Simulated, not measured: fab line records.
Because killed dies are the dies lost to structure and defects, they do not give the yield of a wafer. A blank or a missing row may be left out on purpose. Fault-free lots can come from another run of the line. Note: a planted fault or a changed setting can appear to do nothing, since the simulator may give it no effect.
Split-lot trial    flow n5-finfet    route with 1938 steps; 7 lots, 39 wafers read

THE SPLIT ITSELF
At N5_BEOL_M12_ETCH_59 (etches BARC in N2/H2, target depth 89 nm, overetch 26.7 nm, time 67.9 s), the setting target-depth-a was moved away from the recipe's 890 angstrom on 9 of the 39 wafers read, by -29.8% to +49.9%. This setting was run at the recipe's value on the other wafers.

Split to reading: the file shows no intervening step.

THE READING
coat_of_BEOL_M12_COAT_04.thk-nm (the simulator's own value, which no gauge read), in nm, at N5_BEOL_M12_VIA_ETCH_16 (etches SiOC in C4F8/O2/Ar, target depth 724.8 nm). No usual value for it is given in the file. Average 121.0 nm, standard deviation 2.7 nm, over the 30 wafers here run with the recipe.

wafer   tool, chamber at the split  target-depth-a as run, angstrom  against the recipe  coat_of_BEOL_M12_COAT_04.thk-nm, nm  against lot-mates on the recipe
L076.3  rie-diel-06, 3              890                              recipe              128.6                                -
L076.4  rie-diel-06, 0,2            890                              recipe              124                                  -
L076.5  rie-diel-06, 0,2            890                              recipe              125.4                                -
L082.1  rie-diel-02, 0              624.5                            -29.8%              137.2                                +18.5
L082.2  rie-diel-02, 1              624.5                            -29.8%              136.6                                +17.9
L082.3  rie-diel-02, 2              624.5                            -29.8%              135.4                                +16.7
L082.4  rie-diel-02, 3              890                              recipe              117.4                                -
L082.5  rie-diel-02, 3              890                              recipe              117.8                                -
L082.6  rie-diel-02, 0              890                              recipe              120.8                                -
L087.1  rie-diel-02, 2              890                              recipe              124.2                                -
L087.2  rie-diel-02, 3              1334                             +49.9%              101.8                                -22.2
L087.3  rie-diel-02, 1              890                              recipe              124.4                                -
L087.4  rie-diel-02, 0              1334                             +49.9%              97                                   -27.0
L087.5  rie-diel-02, 0              890                              recipe              123.4                                -
L087.6  rie-diel-02, 3              1334                             +49.9%              96.4                                 -27.6
L090.1  rie-diel-04, 0              1126                             +26.5%              109.8                                -8.2
L090.2  rie-diel-04, 3              1126                             +26.5%              106.8                                -11.2
L090.3  rie-diel-04, 2              890                              recipe              120.2                                -
L090.4  rie-diel-04, 0,2            890                              recipe              116.8                                -
L090.5  rie-diel-04, 3              1126                             +26.5%              107.8                                -10.2
L090.6  rie-diel-04, 0,2            890                              recipe              117                                  -
L096.1  rie-diel-04, 1              890                              recipe              121.8                                -
L096.2  rie-diel-04, 2              890                              recipe              121.2                                -
L096.3  rie-diel-04, 0              890                              recipe              122.2                                -
L096.4  rie-diel-04, 3              890                              recipe              121.4                                -
L096.5  rie-diel-04, 0              890                              recipe              119.2                                -
L096.6  rie-diel-04, 3              890                              recipe              120.2                                -
L097.1  rie-diel-02, 3              890                              recipe              121.8                                -
L097.2  rie-diel-02, 1              890                              recipe              119.8                                -
L097.3  rie-diel-02, 2              890                              recipe              120.8                                -
L097.4  rie-diel-02, 3              890                              recipe              117.6                                -
L097.5  rie-diel-02, 1              890                              recipe              118.8                                -
L097.6  rie-diel-02, 2              890                              recipe              119.4                                -
L093.1  rie-diel-06, 2              890                              recipe              122.6                                -
L093.2  rie-diel-06, 3              890                              recipe              118.2                                -
L093.3  rie-diel-06, 0              890                              recipe              119.8                                -
L093.4  rie-diel-06, 1              890                              recipe              122.8                                -
L093.5  rie-diel-06, 1              890                              recipe              121.8                                -
L093.6  rie-diel-06, 2              890                              recipe              122                                  -
Rows listing several chambers each stand for several wafers; the file does not say which wafer went through which chamber.

FIT RESULTS
A straight line over all 39 wafers: coat_of_BEOL_M12_COAT_04.thk-nm changes by -0.475 nm for each +1% of target-depth-a; r = -0.96; the points scatter about the line by 2.6 nm.
The same after taking each lot's own level away (the mean of its wafers on the recipe; 39 wafers): -0.512 nm for each +1%; r = -0.98; scatter 1.9 nm.
Per that fit: largest target-depth-a move, reading shift of 26 nm.
From 118.00 to 126.00 nm: that is the span of the lots' own levels, equal to 3.0 times the standard deviation above.
Consequently the slope shifts little with the lot-to-lot level, the two slopes agreeing.
Check: for one of the wafers moved furthest among these (+49.9%), held out of the fit, the line's prediction against its lot-mates is -25.8 nm. It came out at -22.2 nm against them.

THE WHOLE CHAIN: every reading that the file lists as answering this split, in the file's order
step                     what it does                                                             reading                                                                           change (the file's fit)                r (the file's)
N5_BEOL_M12_ETCH_59      etches BARC in N2/H2, target depth 89 nm, overetch 26.7 nm, time 67.9 s  coat_of_BEOL_M12_COAT_04.thk-nm (the simulator's own value, which no gauge read)  -0.485 nm for each +1% of the setting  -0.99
N5_BEOL_M12_VIA_ETCH_16  etches SiOC in C4F8/O2/Ar, target depth 724.8 nm                         coat_of_BEOL_M12_COAT_04.thk-nm (the simulator's own value, which no gauge read)  -0.507 nm for each +1% of the setting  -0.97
N5_BEOL_M12_STRIP_63     strips in N2/H2                                                          strip-time-to-endpoint-s                                                          withheld for each +1% of the setting   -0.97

THE FILE'S OWN FIT
coat_of_BEOL_M12_COAT_04.thk-nm changes by -0.507 nm for each +1% of target-depth-a, r = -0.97.
